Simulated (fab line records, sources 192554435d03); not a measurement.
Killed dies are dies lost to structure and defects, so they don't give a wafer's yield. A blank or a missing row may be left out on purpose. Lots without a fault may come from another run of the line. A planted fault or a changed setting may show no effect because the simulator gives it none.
One fault seen from 2 desks | flow n5_finfet | each desk has only its own numbers; what lay behind them comes last

THE TOOL OWNER'S DESK: rie_diel-03
The tool's own readings at N5_BEOL_M1_ETCH_64 (etches SOC in N2/H2, target depth 75 nm, overetch 15 nm, time 112.5 s): means of the sampled wafers that have a number, for each lot that ran on this tool. A lot is out of limits, marked OUT, if its mean lies more than 4 standard deviations from the usual mean; the brackets give that distance.
Columns: A = drypump_motor_current_A at N5_BEOL_M1_ETCH_64, usual 5.4 A; B = oes_product_au at N5_BEOL_M1_ETCH_64, usual 0.64 a.u.; C = rf_vpp_V at N5_BEOL_M1_ETCH_64, usual 523.6 V; D = showerhead_plenum_p_Torr at N5_BEOL_M1_ETCH_64, usual 2.53 Torr; E = throttle_valve_pct at N5_BEOL_M1_ETCH_64, usual 17.82 %
lot  | first seen here | A   | B    | C     | D    | E
L669 | day 6 15:29     | 5.4 | 0.64 | 524.4 | 2.58 | 17.81
L671 | day 7 13:07     | 5.2 | 0.66 | 525.0 | 2.59 | 17.72
L674 | day 7 16:33     | 5.6 | 0.66 | 525.1 | 2.56 | 17.71
L679 | day 9 02:28     | 5.6 | 0.66 | 524.5 | 2.58 | 17.55
L681 | day 9 12:26     | 5.9 | 0.58 | 522.1 | 2.50 | 17.95
L682 | day 9 20:58     | 5.7 | 0.64 | 522.5 | 2.52 | 17.81
This desk's finding: nothing out of limits on any of the 6 lots.

THE METROLOGY DESK
What the gauges read, lot by lot, whatever tool the lot ran on: means of the sampled wafers that have a number. A lot is out of limits, marked OUT, if its mean lies more than 4 standard deviations from the usual mean; the brackets give that distance. Of its 15 readings 7 are shown: the one that was out of limits first, and those that lie furthest out on some lot.
Columns: A = cd_nm at N5_BEOL_M1_CD_MEAS_18, usual 17.9 nm; B = trench_depth_nm at N5_BEOL_M1_OCD_MEAS_38, usual 55.1 nm; C = DIBL_N at N5_BEOL_M4_RC_MEAS_101, usual 36.5 mV/V; D = DIBL_P at N5_BEOL_M4_RC_MEAS_101, usual 36.9 mV/V; E = IOFF_N at N5_BEOL_M4_RC_MEAS_101, usual 0.17 nA/um; F = ION_P at N5_BEOL_M4_RC_MEAS_101, usual 461 uA/um; G = VT_P at N5_BEOL_M4_RC_MEAS_101, usual -250 mV
lot  | first seen here | A    | B              | C    | D    | E    | F   | G
L669 | day 6 13:19     | 18.1 | 55.4           | 35.9 | 36.2 | 0.15 | 458 | -250
L671 | day 7 08:53     | 18.0 | 55.5           | 36.3 | 35.8 | 0.15 | 453 | -251
L674 | day 7 15:00     | 18.3 | 55.8           | 35.9 | 37.1 | 0.17 | 458 | -251
L679 | day 9 01:14     | -    | 0.6 (-42) OUT  | -    | -    | -    | -   | -
L681 | day 9 11:19     | 16.8 | 1.5 (-41) OUT  | -    | -    | -    | -   | -
L682 | day 9 19:45     | 17.7 | 28.4 (-21) OUT | 35.5 | 35.7 | 0.13 | 458 | -253
L688 | day 11 05:53    | 18.1 | 55.0           | 37.9 | 37.7 | 0.23 | 482 | -240
L689 | day 11 08:23    | 17.5 | 54.4           | 37.0 | 35.8 | 0.14 | 448 | -252
L691 | day 11 20:29    | 17.8 | 53.9           | 41.2 | 43.5 | 0.26 | 464 | -245
This desk's finding: out of limits on L679, L681, L682; first on L679, day 9 10:44 (trench_depth_nm at N5_BEOL_M1_OCD_MEAS_38). In limits: L669, L671, L674, L688, L689, L691.

PUT TOGETHER
The metrology desk could have raised an alarm at day 9 10:44, on L679, L681, L682.
The tool owner's desk saw nothing out of limits.
The tool owner's desk has L679, L681, L682 on record, within its limits.
Of the lots named, all ran N5_BEOL_M1_ETCH_64 on rie_diel-03.

WHAT THE SIMULATOR HAD PUT IN
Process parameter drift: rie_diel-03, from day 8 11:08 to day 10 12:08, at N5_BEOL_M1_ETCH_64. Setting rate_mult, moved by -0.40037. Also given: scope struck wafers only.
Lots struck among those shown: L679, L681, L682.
Hours from the fault's start to each desk's first reading out of limits: the metrology desk, 24.
